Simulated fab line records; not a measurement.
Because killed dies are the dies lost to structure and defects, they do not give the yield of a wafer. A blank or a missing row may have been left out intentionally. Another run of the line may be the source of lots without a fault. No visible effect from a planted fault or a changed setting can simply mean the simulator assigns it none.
Problem report in the 8D (eight disciplines) form, filled by code | flow n5-finfet | the parts of the form that need people (team, actions taken, sign-off) are left out

1. THE ISSUE
At N5_BEOL_M0_SAQP_COAT_82, run-length-s averages 78.2 s over 6 wafers from 2 lots, while fault-free wafers read 66.2 s, standard deviation 0.32. That puts it +38 standard deviations away from the usual mean.
The step: time 60 s, resist thk 30 nm.
Earliest sighting: wafer L328.2 on litho-track-05 at day 9 22:40. Wafers with a number at this step in the record: 27, from 9 lots. Rule for "out", or "out of limits": more than 4 standard deviations from the usual mean. Any other wafer with a number is counted as sound.

2. WHAT IT IS, AND WHAT IT ISN'T
question                    | is                     | is not
which readings at this step | run-length-s           | exhaust-pa
which lots                  | L328, L330             | L310, L311, L312, L315, L317, L332, L333
which wafers of those lots  | all that have a number | -
read on which tools         | litho-track-05         | litho-track-02, litho-track-03
when                        | from day 9 22:40       | up to then (15 sound wafers); but 6 sound wafers of L332, L333 came after

3. SUSPECTS, AND WHAT RULES EACH OUT
Counting: a tool at any process step up to the reading remains a suspect when it ran all the lots that are out and ran no sound lot after the first of those.
- pvd-sputter-01 at N5_BEOL_M0_SAQP_HM_DEP_02 (deposits TiN, target thk 12 nm): kept. It ran every lot that is out, first L328 (day 9 22:13), and no sound lot after that; its last sound lot up to then is L312 (day 6 03:25).
- litho-track-05 at N5_BEOL_M0_SAQP_COAT_82 (time 60 s, resist thk 30 nm): kept. It ran every lot that is out, first L328 (day 9 22:40), and no sound lot after that; its last sound lot up to then is L315 (day 6 19:32). Its own readings are out on those wafers: run-length-s.
Left after counting: pvd-sputter-01 at N5_BEOL_M0_SAQP_HM_DEP_02, litho-track-05 at N5_BEOL_M0_SAQP_COAT_82.

4. THE CAUSE (what the simulator had put in)
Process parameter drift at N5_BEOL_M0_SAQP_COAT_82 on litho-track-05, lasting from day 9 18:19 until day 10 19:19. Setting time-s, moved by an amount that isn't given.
This tool is one of the 2 suspects left after counting.

5. SEQUENCE OF EFFECTS, ordered by route
One row per reading whose mean, taken over the struck wafers that have a number, lies over 3 standard deviations from the usual. Scope: only readings with a usual standard deviation given in the record; hours: median across lots of the time from each lot's start at the first step in this table that gives one to its start at this step; sigmas: change in usual standard deviations.
hours | step                    | reading      | usual  | on struck wafers | change | sigmas
0     | N5_BEOL_M0_SAQP_COAT_82 | run-length-s | 66.2 s | 78.2             | +12.0  | +38
The process steps in it:
- N5_BEOL_M0_SAQP_COAT_82: time 60 s, resist thk 30 nm.
At these later measuring or inspecting steps, every struck wafer for which the step has a row has a number for every such reading, and none has moved that far: N5_BEOL_M4_RC_MEAS_101.

6. HOW IT WOULD HAVE BEEN CAUGHT EARLIER
In this record the first reading out of limits was taken at day 9 22:40, 4 hours after the fault began at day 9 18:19.
